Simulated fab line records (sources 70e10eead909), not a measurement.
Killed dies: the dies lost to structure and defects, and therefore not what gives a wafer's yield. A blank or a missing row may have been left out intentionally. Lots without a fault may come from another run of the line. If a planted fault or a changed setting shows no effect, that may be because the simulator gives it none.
fab line records	flow nand-harc
[record] lots = 13	wafers = 39	last-day = 34
route steps=1302 shown A_CHANNEL_HOLE_D2@609 A_CHANNEL_FILL_D2@616 END@1302
lots with no fault: from the same line, run without faults
start-h: start of the lot's first displayed wafer, in hours after the record's first day	wait-h: hours from the lot's prior step to this one	" identical to the entry in the row above	L1.1+2: several wafers, shown together as one row	- no value, or no start given	* or withheld: withheld	< > ~ a bound
route shown NAME@n: a module of which the file shows steps, and the number in the route of the first	usual: average and standard deviation across the fault-free wafers	same: alike in all rows	chamber/n: place in a boat	sites: the reading at each site	_std_site: standard deviation across them	_edge_site: the outer-site mean with the inner-site mean subtracted	radius-mm: for every site, how far away it sits from the centre of the wafer	mask NAME#n: copy n	behind: tool/chamber where the wafer was last shaped	hold: why the lot went on hold/how many hours it stayed there/how the hold came to an end	device: whichever transistor did not switch (one of n, p or np)	end of line: tests run on the same wafers once the route is complete	where a step has no rows: the recipe by itself	killed: dies lost to structure and defects at the first sort, not the wafer's yield	map: a wafer's dies, marking killed ones x, the rest . and places with no die _
set.NAME: the setting as run; set.NAME@STEP: as run at that earlier step	model.NAME: the simulator's own value behind a step, which no gauge read
a sample of lots followed through the steps of the route, with each step as a table and each wafer as a row
services: when a tool's chamber went out of use (start-h, in hours from the record's first day, below 0 if earlier), for how many hours, and the reason
[[steps]]
[step NHARC_A_CHANNEL_HOLE_D2_INSPECT_40]
[usual] raw-defect-count = 278/85
lot.wafer	tool	chamber	start-h	wait-h	raw-defect-count
L105.4	defect-inspect-02	-	305.91	-	276
L105.5	"	-	"	"	311
L105.6	"	-	"	"	316
L104.1	defect-inspect-01	-	306.30	-	137
L104.2	"	-	"	"	223
L104.4	"	-	"	"	304
L106.3	defect-inspect-02	-	314.63	-	420
L106.4	"	-	"	"	300
L106.5	"	-	"	"	370
L107.1	defect-inspect-02	-	324.58	-	167
L107.3	"	-	"	"	308
L107.5	"	-	"	"	184
L108.3	defect-inspect-02	-	344.97	-	315
L108.5	"	-	"	"	287
L108.6	"	-	"	"	454
L109.2	defect-inspect-02	-	346.52	-	326
L109.4	"	-	"	"	313
L109.6	"	-	"	"	205
L110.4	defect-inspect-02	-	376.40	-	233
L110.5	"	-	"	"	136
L110.6	"	-	"	"	243
L113.3	defect-inspect-02	-	399.70	-	210
L113.4	"	-	"	"	324
L113.5	"	-	"	"	387
L117.1	defect-inspect-02	-	433.25	-	139
L117.2	"	-	"	"	159
L117.4	"	-	"	"	194
L124.3	defect-inspect-02	-	499.78	-	182
L124.5	"	-	"	"	214
L124.6	"	-	"	"	145
L125.1	defect-inspect-02	-	528.69	-	276
L125.2	"	-	"	"	252
L125.6	"	-	"	"	199
L127.3	defect-inspect-02	-	528.87	-	170
L127.4	"	-	"	"	255
L127.5	"	-	"	"	293
L126.1	defect-inspect-02	-	532.87	-	286
L126.2	"	-	"	"	292
L126.6	"	-	"	"	287
[step NHARC_A_CHANNEL_FILL_D2_ALD_16]
[recipe] target-thk-a = 15	pulse-time-s = 10	ald-cycles = 15	temp-c = 300	material = SiO2
[usual] ald-cycles = 15/0	heater-power-w = 482/51	precursor-pulse-height-rel = 1.000/0.019
lot.wafer	tool	chamber	start-h	wait-h	ald-cycles	heater-power-w	precursor-pulse-height-rel
L104.2	ald-hk-03	3	318.32	0.0	15	483	1.015
L104.1	"	1	"	"	15	441	0.972
L104.4	"	2	"	"	15	549	1.018
L105.4	ald-hk-02	0	318.35	0.1	15	377	0.997
L105.6	"	3	"	"	15	539	0.988
L105.5	"	0	"	"	15	397	0.959
L106.4	ald-hk-02	3	326.96	0.0	15	532	1.020
L106.3	"	0	"	"	15	395	1.021
L106.5	"	0	"	"	15	381	1.020
L107.1	ald-hk-03	1	338.57	1.2	15	442	1.004
L107.3	"	2	"	"	15	549	1.008
L107.5	"	1	"	"	15	433	0.986
L108.3	ald-hk-04	0	357.67	0.1	15	398	0.988
L108.6	"	1	"	"	15	491	1.003
L108.5	"	2	"	"	15	517	1.007
L109.4	ald-hk-04	1	357.81	0.3	15	494	0.965
L109.2	"	2	"	"	15	514	0.970
L109.6	"	0	"	"	15	396	0.997
L110.4	ald-hk-02	0	391.99	3.2	15	398	1.026
L110.6	"	1	"	"	15	489	0.998
L110.5	"	2	"	"	15	557	1.006
L113.4	ald-hk-03	3	412.14	0.1	15	441	1.007
L113.3	"	0	"	"	15	503	1.021
L113.5	"	3	"	"	15	453	0.990
L117.2	ald-hk-04	2	445.93	0.3	15	475	0.984
L117.1	"	0	"	"	15	409	0.984
L117.4	"	1	"	"	15	477	0.980
L124.3	ald-hk-04	2	512.29	0.1	15	477	0.978
L124.5	"	3	"	"	15	482	1.001
L124.6	"	0	"	"	15	402	1.033
L125.1	ald-hk-02	1	541.12	0.0	15	482	1.003
L125.2	"	0	"	"	15	385	0.982
L125.6	"	2	"	"	15	579	1.006
L127.3	ald-hk-03	2	541.15	0.1	15	546	1.012
L127.4	"	0	"	"	15	507	1.023
L127.5	"	1	"	"	15	467	1.007
L126.1	ald-hk-04	3	545.21	0.0	15	503	0.989
L126.2	"	0	"	"	15	398	0.978
L126.6	"	0	"	"	15	405	0.965
[step NHARC_A_CHANNEL_FILL_D2_STRIP_28]
[recipe] time-s = 20	o2-flow-sccm = 500	ar-flow-sccm = 0	bias-w = 0	chemistry = O2
[usual] drypump-motor-current-A = 5.7/0.42	oes-product-au = 0.997/0.0087	rf-vpp-V = 57.5/0.83	showerhead-plenum-p-Torr = 3.43/0.12	throttle-valve-pct = 17.037/0.0096
lot.wafer	tool	chamber	start-h	wait-h	drypump-motor-current-A	oes-product-au	rf-hours-counter-h	rf-vpp-V	showerhead-plenum-p-Torr	throttle-valve-pct
L104.1	rie-diel-02	1	330.46	0.1	5.7	0.999	4	56.1	3.37	17.026
L104.4	"	2	"	"	6.4	1.018	4	58.2	3.31	17.039
L104.2	"	0	"	"	5.7	1.002	4	57.1	3.38	17.039
L105.4	rie-diel-01	0	330.47	0.1	5.6	1.009	19	58.0	3.44	17.034
L105.6	"	3	"	"	5.4	1.000	-	58.4	3.51	17.028
L105.5	"	0	"	"	5.6	0.998	-	58.5	3.44	17.048
L106.3	rie-diel-02	3	343.20	0.1	5.3	0.984	5	57.6	3.49	17.035
L106.4	"	0	"	"	5.6	0.993	5	57.0	3.38	17.037
L106.5	"	2	"	"	6.4	1.005	-	56.2	3.31	17.046
L107.1	rie-diel-02	0	350.74	0.1	5.6	0.989	5	58.0	3.38	17.023
L107.3	"	1	"	"	5.7	0.995	5	56.2	3.37	17.046
L107.5	"	2	"	"	6.3	1.001	-	58.6	3.31	17.047
L109.2	rie-diel-05	1	372.37	0.1	5.6	0.990	3	55.9	3.30	17.044
L109.4	"	3	"	"	5.1	0.993	-	58.7	3.69	17.040
L109.6	"	1	"	"	5.5	0.992	-	57.6	3.30	17.034
L108.3	rie-diel-05	1	372.40	0.1	5.6	0.981	3	58.6	3.30	17.024
L108.5	"	3	"	"	5.1	0.992	-	56.7	3.69	17.050
L108.6	"	1	"	"	5.6	0.994	-	57.5	3.30	17.053
L110.6	rie-diel-02	0	403.46	0.1	5.7	0.992	-	56.5	3.37	17.037
L110.4	"	1	"	"	5.7	1.009	-	57.0	3.37	17.040
L110.5	"	3	"	"	5.3	1.001	-	57.5	3.49	17.050
L113.3	rie-diel-05	0	424.14	0.1	6.3	0.990	0	57.4	3.31	17.023
L113.4	"	1	"	"	5.6	0.994	0	56.9	3.30	17.015
L113.5	"	0	"	"	6.4	0.993	-	57.9	3.31	17.046
L117.2	rie-diel-02	1	457.56	0.1	5.7	0.992	1	58.4	3.37	17.038
L117.1	"	2	"	"	6.4	1.000	1	57.5	3.31	17.040
L117.4	"	1	"	"	5.7	1.001	-	58.4	3.37	17.030
L124.3	rie-diel-01	3	524.48	0.1	5.4	0.998	20	58.3	3.50	17.034
L124.6	"	1	"	"	6.4	1.006	-	58.1	3.55	17.029
L124.5	"	2	"	"	5.9	0.999	-	56.3	3.37	17.043
L127.4	rie-diel-05	1	553.15	0.1	5.5	0.997	4	57.7	3.30	17.036
L127.3	"	3	"	"	5.0	0.981	4	58.3	3.69	17.024
L127.5	"	1	"	"	5.5	0.991	-	58.3	3.30	17.043
L125.2	rie-diel-02	0	553.15	0.1	5.7	1.000	4	57.2	3.37	17.037
L125.1	"	1	"	"	5.7	0.996	4	58.0	3.37	17.027
L125.6	"	1	"	"	5.7	1.001	-	57.9	3.37	17.034
L126.2	rie-diel-02	0	556.86	0.1	5.6	0.988	4	57.4	3.37	17.020
L126.1	"	3	"	"	5.3	0.993	4	56.4	3.49	17.039
L126.6	"	1	"	"	5.7	0.989	-	56.8	3.37	17.041
[step NHARC_A_CHANNEL_FILL_D2_ALD_25]
[recipe] target-thk-a = 600	pulse-time-s = 10	ald-cycles = 600	temp-c = 300	material = SiOx
[usual] ald-cycles = 600/0	heater-power-w = 483/44	precursor-pulse-height-rel = 1.001/0.018
lot.wafer	tool	chamber	start-h	wait-h	ald-cycles	heater-power-w	precursor-pulse-height-rel
L104.1	ald-hk-03	1	341.68	0.1	600	437	1.007
L104.2	"	2	"	"	600	553	1.025
L104.4	"	0	343.54	1.9	600	512	1.012
L105.4	ald-hk-02	3	343.53	1.9	600	528	0.990
L105.6	"	0	"	"	600	375	1.012
L105.5	"	1	"	"	600	487	1.011
L106.4	ald-hk-03	1	355.67	0.7	600	450	0.983
L106.3	"	3	356.90	1.9	600	485	0.980
L106.5	"	1	358.12	3.1	600	440	1.019
L107.3	ald-hk-04	0	363.95	0.1	600	399	0.971
L107.1	"	1	"	"	600	482	1.004
L107.5	"	0	366.44	2.5	600	393	1.029
L109.4	ald-hk-04	2	388.22	0.1	600	526	0.979
L109.2	"	1	390.05	1.9	600	486	0.999
L109.6	"	3	391.26	3.1	600	481	1.011
L108.3	ald-hk-03	2	389.00	0.8	600	548	1.019
L108.6	"	1	390.86	2.7	600	437	0.989
L108.5	"	2	"	"	600	529	1.005
L110.4	ald-hk-02	1	416.02	1.3	600	484	0.964
L110.5	"	3	417.25	2.5	600	505	0.981
L110.6	"	0	"	"	600	390	0.979
L113.4	ald-hk-03	0	435.85	0.0	600	506	1.004
L113.3	"	3	437.70	1.9	600	441	0.993
L113.5	"	0	"	"	600	491	1.029
L117.4	ald-hk-03	2	469.31	0.0	600	518	0.991
L117.2	"	3	"	"	600	452	0.985
L117.1	"	0	"	"	706	502	0.985
L124.3	ald-hk-04	0	535.77	0.1	600	406	0.991
L124.6	"	0	538.27	2.6	600	415	1.031
L124.5	"	1	"	"	600	498	1.008
L127.4	ald-hk-02	1	564.56	0.0	600	483	0.996
L127.3	"	3	569.46	4.9	600	530	1.008
L127.5	"	1	574.36	9.8	600	497	1.015
L125.2	ald-hk-04	0	564.57	0.1	600	414	1.003
L125.1	"	3	566.39	1.9	600	509	0.990
L125.6	"	1	567.60	3.1	600	474	0.991
L126.2	ald-hk-04	1	568.86	0.1	600	487	1.008
L126.1	"	3	570.09	1.3	600	494	1.018
L126.6	"	1	571.33	2.5	600	478	1.011
[step NHARC_END_SORT_01]
[recipe] temp-c = 25
[usual] killed-at-array = 57/17	killed-at-other = 0.5/0.82	killed-at-periphery = 4.0/2.8	killed-dies = 61/18	killed-open = 2.9/2	killed-short = 2.3/1.7
[same] gross-dies = 677
lot.wafer	tool	chamber	start-h	wait-h	killed-at-array	killed-at-other	killed-at-periphery	killed-dies	killed-open	killed-short
L104.1	prober-01	0	577.16	2.5	37	1	2	40	4	1
L104.2	prober-01	0	577.95	2.8	30	0	3	33	1	2
L104.4	prober-01	0	579.54	3.4	36	2	2	40	0	5
L106.3	prober-01	0	591.94	3.1	56	1	3	60	5	0
L106.4	prober-01	0	592.72	3.4	84	2	2	88	3	2
L106.5	prober-01	0	593.51	3.6	68	1	6	75	4	3
L109.2	prober-01	0	607.60	2.8	59	0	4	63	4	2
L109.4	prober-01	0	609.20	3.4	45	1	5	51	3	2
L109.6	prober-01	0	610.80	4.0	46	0	8	54	5	4
L110.4	prober-01	0	640.45	3.4	26	0	2	28	3	1
L110.5	prober-01	0	641.26	3.7	25	0	1	26	0	0
L110.6	prober-01	0	642.07	4.0	30	0	3	33	1	2
L113.3	prober-01	0	659.55	3.1	39	1	4	44	4	1
L113.4	prober-01	0	660.35	3.4	62	0	6	68	2	3
L113.5	prober-01	0	661.14	3.7	55	0	2	57	2	2
L117.1	prober-01	0	686.13	2.5	26	2	8	36	2	3
L117.2	prober-01	0	686.93	2.8	23	1	7	31	2	3
L117.4	prober-01	0	688.53	3.4	16	0	7	23	0	2
// killed by level:class
L104.1 A_SLIT:chamber-film-flake=22 A_CHANNEL_HOLE_D2:chamber-film-flake=4 A_STAIRCASE:chamber-film-flake=3 A_WL_FILL:chamber-film-flake=2 P_STI:geometric-particle:short=1 A_ONON_D1:geometric-particle:open=1 A_BLC:geometric-particle:open=1 A_M1:geometric-particle:open=1
L104.2 A_SLIT:chamber-film-flake=20 A_CHANNEL_HOLE_D2:chamber-film-flake=3 P_GATE:chamber-film-flake=2 A_CONTACT:chamber-film-flake=2 A_WL_FILL:geometric-particle:short=1 A_WL_FILL:geometric-particle:open=1 A_M1:geometric-particle:short=1 P_M1:chamber-film-flake=1
L104.4 A_SLIT:chamber-film-flake=22 A_WL_FILL:chamber-film-flake=3 A_WL_FILL:geometric-particle:short=2 A_DECK1_JOINT:chamber-film-flake=2 A_CHANNEL_HOLE_D2:chamber-film-flake=2 THIN_TSV:chamber-film-flake=2 P_CONTACT:geometric-particle:short=1 A_ONON_D2:geometric-particle:short=1
L106.3 A_SLIT:chamber-film-flake=22 A_CHANNEL_HOLE_D1:chamber-film-flake=12 A_CHANNEL_HOLE_D2:chamber-film-flake=11 A_STAIRCASE:chamber-film-flake=3 P_GATE:chamber-film-flake=2 A_CHANNEL_FILL_D2:geometric-particle:open=1 A_WL_FILL:geometric-particle:open=1 A_BLC:geometric-particle:open=1
L106.4 A_CHANNEL_HOLE_D1:chamber-film-flake=28 A_CHANNEL_HOLE_D2:chamber-film-flake=22 A_SLIT:chamber-film-flake=19 A_STAIRCASE:chamber-film-flake=5 A_CHANNEL_FILL_D2:geometric-particle:open=2 A_SGD_CUT:chamber-film-flake=2 THIN_TSV:chamber-film-flake=2 A_DECK1_JOINT:geometric-particle:short=1
L106.5 A_SLIT:chamber-film-flake=22 A_CHANNEL_HOLE_D1:chamber-film-flake=16 A_CHANNEL_HOLE_D2:chamber-film-flake=8 A_STAIRCASE:chamber-film-flake=6 P_GATE:chamber-film-flake=3 A_DECK1_JOINT:chamber-film-flake=3 A_SGD_CUT:geometric-particle:open=2 P_ZERO_WELL:chamber-film-flake=2
L109.2 A_SLIT:chamber-film-flake=27 A_CHANNEL_HOLE_D2:chamber-film-flake=11 A_CONTACT:chamber-film-flake=6 P_M2:chamber-film-flake=2 A_CHANNEL_FILL_D1:chamber-film-flake=2 A_STAIRCASE:chamber-film-flake=2 A_WL_FILL:chamber-film-flake=2 A_BONDPAD:chamber-film-flake=2
L109.4 A_SLIT:chamber-film-flake=26 A_CHANNEL_HOLE_D2:chamber-film-flake=5 A_CONTACT:chamber-film-flake=5 P_ZERO_WELL:chamber-film-flake=3 A_ONON_D1:geometric-particle:short=2 P_M2:chamber-film-flake=2 A_SGD_CUT:geometric-particle:open=1 A_WL_FILL:geometric-particle:open=1
L109.6 A_SLIT:chamber-film-flake=17 A_CHANNEL_HOLE_D2:chamber-film-flake=10 A_CHANNEL_FILL_D2:chamber-film-flake=4 A_CONTACT:chamber-film-flake=4 A_ONON_D1:geometric-particle:open=3 P_CONTACT:geometric-particle:short=2 P_ZERO_WELL:chamber-film-flake=2 P_M2:chamber-film-flake=2
L110.4 A_CHANNEL_HOLE_D2:chamber-film-flake=14 A_CONTACT:chamber-film-flake=5 A_STAIRCASE:chamber-film-flake=2 A_CHANNEL_HOLE_D2:geometric-particle:short=1 A_CHANNEL_FILL_D2:geometric-particle:open=1 A_CONTACT:geometric-particle:open=1 A_M0:geometric-particle:open=1 P_ZERO_WELL:chamber-film-flake=1
L110.5 A_CHANNEL_HOLE_D2:chamber-film-flake=15 A_CONTACT:chamber-film-flake=6 A_CHANNEL_HOLE_D1:chamber-film-flake=2 A_CHANNEL_FILL_D2:chamber-film-flake=2 P_M2:chamber-film-flake=1
L110.6 A_CHANNEL_HOLE_D2:chamber-film-flake=9 A_CHANNEL_HOLE_D1:chamber-film-flake=6 A_CONTACT:chamber-film-flake=6 A_DECK1_JOINT:chamber-film-flake=3 P_ZERO_WELL:chamber-film-flake=2 A_STAIRCASE:chamber-film-flake=2 P_CONTACT:geometric-particle:open=1 A_CHANNEL_HOLE_D2:geometric-particle:short=1
L113.3 A_CHANNEL_HOLE_D1:chamber-film-flake=14 A_CHANNEL_HOLE_D2:chamber-film-flake=13 A_SLIT:chamber-film-flake=3 P_BONDPAD:chamber-film-flake=2 A_DECK1_JOINT:chamber-film-flake=2 A_CONTACT:chamber-film-flake=2 P_CONTACT:geometric-particle:open=1 A_ONON_D1:geometric-particle:open=1
L113.4 A_CHANNEL_HOLE_D1:chamber-film-flake=34 A_CHANNEL_HOLE_D2:chamber-film-flake=15 A_CHANNEL_FILL_D2:chamber-film-flake=3 A_CONTACT:chamber-film-flake=3 A_WL_FILL:geometric-particle:short=2 P_GATE:chamber-film-flake=2 A_DECK1_JOINT:chamber-film-flake=2 P_STI:geometric-particle:open=1
L113.5 A_CHANNEL_HOLE_D1:chamber-film-flake=21 A_CHANNEL_HOLE_D2:chamber-film-flake=21 A_CONTACT:chamber-film-flake=5 A_DECK1_JOINT:chamber-film-flake=3 P_M1:geometric-particle:short=1 A_ONON_D1:geometric-particle:open=1 A_ONON_D2:geometric-particle:open=1 A_ONON_D2:geometric-particle:short=1
L117.1 A_CHANNEL_HOLE_D1:chamber-film-flake=11 A_CONTACT:chamber-film-flake=5 P_STI:chamber-film-flake=3 P_CONTACT:chamber-film-flake=2 A_DECK1_JOINT:chamber-film-flake=2 A_STAIRCASE:chamber-film-flake=2 A_SLIT:chamber-film-flake=2 P_GATE:geometric-particle:short=1
L117.2 A_CHANNEL_HOLE_D1:chamber-film-flake=9 A_SLIT:chamber-film-flake=4 A_CONTACT:chamber-film-flake=4 P_STI:chamber-film-flake=3 P_M0:geometric-particle:open=2 P_BONDPAD:chamber-film-flake=2 A_DECK1_JOINT:chamber-film-flake=2 A_CHANNEL_FILL_D1:geometric-particle:short=1
L117.4 A_CHANNEL_HOLE_D1:chamber-film-flake=8 P_CONTACT:chamber-film-flake=3 A_BLC:chamber-film-flake=3 P_STI:chamber-film-flake=2 P_BONDPAD:chamber-film-flake=2 A_CHANNEL_HOLE_D1:geometric-particle:short=1 A_ONON_D2:geometric-particle:short=1 A_CHANNEL_FILL_D2:chamber-film-flake=1
[[services]]
tool	chamber	start-h	hours	kind
ald-hk-03	-	309.42	1.3	repair
rie-diel-01	-	324.34	0.3	repair
rie-diel-05	1	336.31	4.2	repair
ald-hk-02	-	348.47	10.0	pm
rie-diel-01	1	353.70	9.3	repair
rie-diel-02	3	367.00	4.6	repair
rie-diel-05	2	371.61	6.5	repair
rie-diel-01	-	381.77	9.0	pm
rie-diel-02	-	393.74	9.0	pm
rie-diel-05	-	406.60	9.0	pm
ald-hk-04	1	435.93	10.0	vent-cycle
ald-hk-04	2	435.93	10.0	vent-cycle
ald-hk-04	0	445.93	-	clean
ald-hk-04	1	445.93	-	clean
ald-hk-04	2	445.93	-	clean
rie-diel-02	3	454.89	4.2	repair
rie-diel-05	1	465.23	14.9	repair
rie-diel-01	-	472.42	0.3	repair
ald-hk-04	-	474.15	0.9	repair
rie-diel-02	0	497.90	3.0	repair
rie-diel-01	1	517.85	3.1	repair
ald-hk-02	-	526.47	10.0	pm
rie-diel-01	-	558.77	9.0	pm
rie-diel-02	-	570.74	9.0	pm
[[key]]
[first-sign] step = NHARC_A_CHANNEL_FILL_D2_ALD_25	reading = ald-cycles	direction = up	sigmas = 99+	usual = 600	struck = 706
effect none on later readings
met-at NHARC_A_CHANNEL_FILL_D2_ALD_25
struck-lots L117
struck-wafers L117.1
tester-left-out L117
not-acting-at NHARC_A_CHANNEL_HOLE_D2_INSPECT_40,NHARC_A_CHANNEL_FILL_D2_ALD_16,NHARC_A_CHANNEL_FILL_D2_STRIP_28
onset-between 435.85 469.31
[fault] kind = process-parameter-drift	tool = ald-hk-03	chamber = 0	onset-h = 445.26	steps = NHARC_A_CHANNEL_FILL_D2_ALD_25	channel = ald-cycles	offset = 106	shape = step	end-h = 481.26	acts-in = these-recipes-only	stated = 600
// tester-left-out: of these lots the tester's yield and bins aren't shown, on N5 and GAA mostly nor the transistor test; their killed dies are dies lost to structure and defects alone, not to doping, threshold or leakage, so they don't give the yield
